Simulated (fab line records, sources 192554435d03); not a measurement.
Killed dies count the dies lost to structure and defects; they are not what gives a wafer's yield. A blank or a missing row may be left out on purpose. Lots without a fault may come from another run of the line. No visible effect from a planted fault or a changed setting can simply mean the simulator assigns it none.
Lot-split experiment || flow n5 finfet || 7 lots, 21 wafers read, on a route of 1938 steps

THE SPLIT ITSELF
At N5_BEOL_M4_ILD_DEP_00 (deposits SiOC from DEMS/O2, target thk 79 nm, time 15.3 s), the setting time s was moved away from the recipe's 15.3 s on 10 of the 21 wafers read, by -15.0% to +14.9%. This setting was run at the recipe's value on the other wafers.

The file shows no step between the split and the reading.

THE READING
M4_ILD_THK at N5_BEOL_M4_THK_MEAS_01, in nm. A value of 78.9 nm with a standard deviation of 1 nm is what fault-free wafers of this fab line usually give.

{"wafer": "L077.2", "tool, chamber at the split": "pecvd-02, 1", "time s as run, s": 15.3, "against the recipe": "recipe", "M4_ILD_THK, nm": 78.7, "against lot-mates on the recipe": "-"}
{"wafer": "L077.5", "tool, chamber at the split": "pecvd-02, 0,1", "time s as run, s": 16.17, "against the recipe": "+5.7%", "M4_ILD_THK, nm": 84.5, "against lot-mates on the recipe": "+5.8"}
{"wafer": "L077.6", "tool, chamber at the split": "pecvd-02, 0,1", "time s as run, s": 16.17, "against the recipe": "+5.7%", "M4_ILD_THK, nm": 84.4, "against lot-mates on the recipe": "+5.7"}
{"wafer": "L080.2", "tool, chamber at the split": "pecvd-03, 1", "time s as run, s": 16.6, "against the recipe": "+8.5%", "M4_ILD_THK, nm": 85.5, "against lot-mates on the recipe": "+6.2"}
{"wafer": "L080.3", "tool, chamber at the split": "pecvd-03, 2", "time s as run, s": 16.6, "against the recipe": "+8.5%", "M4_ILD_THK, nm": 84.6, "against lot-mates on the recipe": "+5.3"}
{"wafer": "L080.5", "tool, chamber at the split": "pecvd-03, 0", "time s as run, s": 15.3, "against the recipe": "recipe", "M4_ILD_THK, nm": 79.3, "against lot-mates on the recipe": "-"}
{"wafer": "L083.1", "tool, chamber at the split": "pecvd-04, 1", "time s as run, s": 15.3, "against the recipe": "recipe", "M4_ILD_THK, nm": 76.8, "against lot-mates on the recipe": "-"}
{"wafer": "L083.2", "tool, chamber at the split": "pecvd-04, 0", "time s as run, s": 17.02, "against the recipe": "+11.2%", "M4_ILD_THK, nm": 86.6, "against lot-mates on the recipe": "+9.8"}
{"wafer": "L083.6", "tool, chamber at the split": "pecvd-04, 0", "time s as run, s": 17.02, "against the recipe": "+11.2%", "M4_ILD_THK, nm": 87.2, "against lot-mates on the recipe": "+10.4"}
{"wafer": "L087.2", "tool, chamber at the split": "pecvd-03, 2", "time s as run, s": 15.3, "against the recipe": "recipe", "M4_ILD_THK, nm": 78.0, "against lot-mates on the recipe": "-"}
{"wafer": "L087.3", "tool, chamber at the split": "pecvd-03, 0", "time s as run, s": 15.3, "against the recipe": "recipe", "M4_ILD_THK, nm": 77.7, "against lot-mates on the recipe": "-"}
{"wafer": "L087.6", "tool, chamber at the split": "pecvd-03, 0", "time s as run, s": 15.3, "against the recipe": "recipe", "M4_ILD_THK, nm": 78.5, "against lot-mates on the recipe": "-"}
{"wafer": "L088.3", "tool, chamber at the split": "pecvd-04, 2", "time s as run, s": 17.58, "against the recipe": "+14.9%", "M4_ILD_THK, nm": 91.4, "against lot-mates on the recipe": "+10.8"}
{"wafer": "L088.4", "tool, chamber at the split": "pecvd-04, 0", "time s as run, s": 17.58, "against the recipe": "+14.9%", "M4_ILD_THK, nm": 92.1, "against lot-mates on the recipe": "+11.5"}
{"wafer": "L088.5", "tool, chamber at the split": "pecvd-04, 2", "time s as run, s": 15.3, "against the recipe": "recipe", "M4_ILD_THK, nm": 80.6, "against lot-mates on the recipe": "-"}
{"wafer": "L093.2", "tool, chamber at the split": "pecvd-04, 1", "time s as run, s": 13.01, "against the recipe": "-15.0%", "M4_ILD_THK, nm": 65.6, "against lot-mates on the recipe": -14.8}
{"wafer": "L093.4", "tool, chamber at the split": "pecvd-04, 0", "time s as run, s": 13.01, "against the recipe": "-15.0%", "M4_ILD_THK, nm": 67.8, "against lot-mates on the recipe": -12.6}
{"wafer": "L093.6", "tool, chamber at the split": "pecvd-04, 2", "time s as run, s": 15.3, "against the recipe": "recipe", "M4_ILD_THK, nm": 80.4, "against lot-mates on the recipe": "-"}
{"wafer": "L095.2", "tool, chamber at the split": "pecvd-02, 0", "time s as run, s": 15.3, "against the recipe": "recipe", "M4_ILD_THK, nm": 78.7, "against lot-mates on the recipe": "-"}
{"wafer": "L095.4", "tool, chamber at the split": "pecvd-02, 0", "time s as run, s": 15.3, "against the recipe": "recipe", "M4_ILD_THK, nm": 78.5, "against lot-mates on the recipe": "-"}
{"wafer": "L095.5", "tool, chamber at the split": "pecvd-02, 2", "time s as run, s": 15.3, "against the recipe": "recipe", "M4_ILD_THK, nm": 79.1, "against lot-mates on the recipe": "-"}
When a row names more than one chamber, that row covers several wafers, and the file does not tell which wafer ran in which chamber.

FIT RESULTS
A straight line over all 21 wafers: M4_ILD_THK changes by +0.813 nm for each +1% of time s; r = +0.99; the points scatter about the line by 1.1 nm.
The same after taking each lot's own level away (the mean of its wafers on the recipe; 21 wafers): +0.845 nm for each +1%; r = +0.99; scatter 0.91 nm.
According to that fit, moving time s by its largest amount changes the reading by 13 nm.
Across the lots, their own levels run from 76.80 to 80.60 nm, a range of 3.8 times the standard deviation given above.
The two slopes are in agreement: the lot-to-lot level therefore moves the slope only a little.
Check: for one of the wafers moved furthest among these (-15.0%), held out of the fit, the line's prediction against its lot-mates is -12.1 nm. Against them it came out at -14.8 nm.

ADDITIONAL SPLITS CARRIED BY THESE WAFERS
Other splits were also applied to these wafers ahead of the reading. Each is held against what the fit with the lots' levels taken away leaves over:
{"other split on the same wafers": "N5_MOL_CONTACT_COAG_COAT_64 spin rpm", "wafers away from the commonest value": 9, "r with M4_ILD_THK (lot level and that fit taken away)": -0.28}
{"other split on the same wafers": "N5_BEOL_M0_SAQP_PEB_12 peb time s", "wafers away from the commonest value": 9, "r with M4_ILD_THK (lot level and that fit taken away)": -0.15}
{"other split on the same wafers": "N5_BEOL_M0_SAQP_DEVELOP_13 develop time s", "wafers away from the commonest value": 6, "r with M4_ILD_THK (lot level and that fit taken away)": "+0.14"}
{"other split on the same wafers": "N5_BEOL_M0_CUTY_COAT_50 spin rpm", "wafers away from the commonest value": 10, "r with M4_ILD_THK (lot level and that fit taken away)": -0.23}
{"other split on the same wafers": "N5_BEOL_M0_ETCH_128 source w", "wafers away from the commonest value": 8, "r with M4_ILD_THK (lot level and that fit taken away)": "+0.10"}
{"other split on the same wafers": "N5_BEOL_M0_TRENCH_ETCH_107 target depth a", "wafers away from the commonest value": 7, "r with M4_ILD_THK (lot level and that fit taken away)": "+0.07"}
{"other split on the same wafers": "N5_BEOL_M1_COAT_22 spin rpm", "wafers away from the commonest value": 2, "r with M4_ILD_THK (lot level and that fit taken away)": "+0.06"}
{"other split on the same wafers": "N5_BEOL_M1_ALD_98 ald cycles", "wafers away from the commonest value": 7, "r with M4_ILD_THK (lot level and that fit taken away)": -0.05}
{"other split on the same wafers": "N5_BEOL_M3_COAT_68 spin rpm", "wafers away from the commonest value": 10, "r with M4_ILD_THK (lot level and that fit taken away)": -0.30}
{"other split on the same wafers": "N5_BEOL_M3_COAT_22 spin rpm", "wafers away from the commonest value": 6, "r with M4_ILD_THK (lot level and that fit taken away)": "+0.13"}

THE WHOLE CHAIN: every reading that the file lists as answering this split, in the file's order
{"step": "N5_BEOL_M4_ILD_DEP_00", "what it does": "deposits SiOC from DEMS/O2, target thk 79 nm, time 15.3 s", "reading": "SiOC_of_BEOL_M4_ILD_DEP_00.thk nm (the simulator's own value, which no gauge read)", "change (the file's fit)": "+0.836 nm for each +1% of the setting", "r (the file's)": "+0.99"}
{"step": "N5_BEOL_M4_THK_MEAS_01", "what it does": "", "reading": "M4_ILD_THK", "change (the file's fit)": "+0.836 for each +1% of the setting", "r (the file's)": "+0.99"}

FILE'S OWN FIT
M4_ILD_THK changes by +0.836 nm for each +1% of time s, r = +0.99.
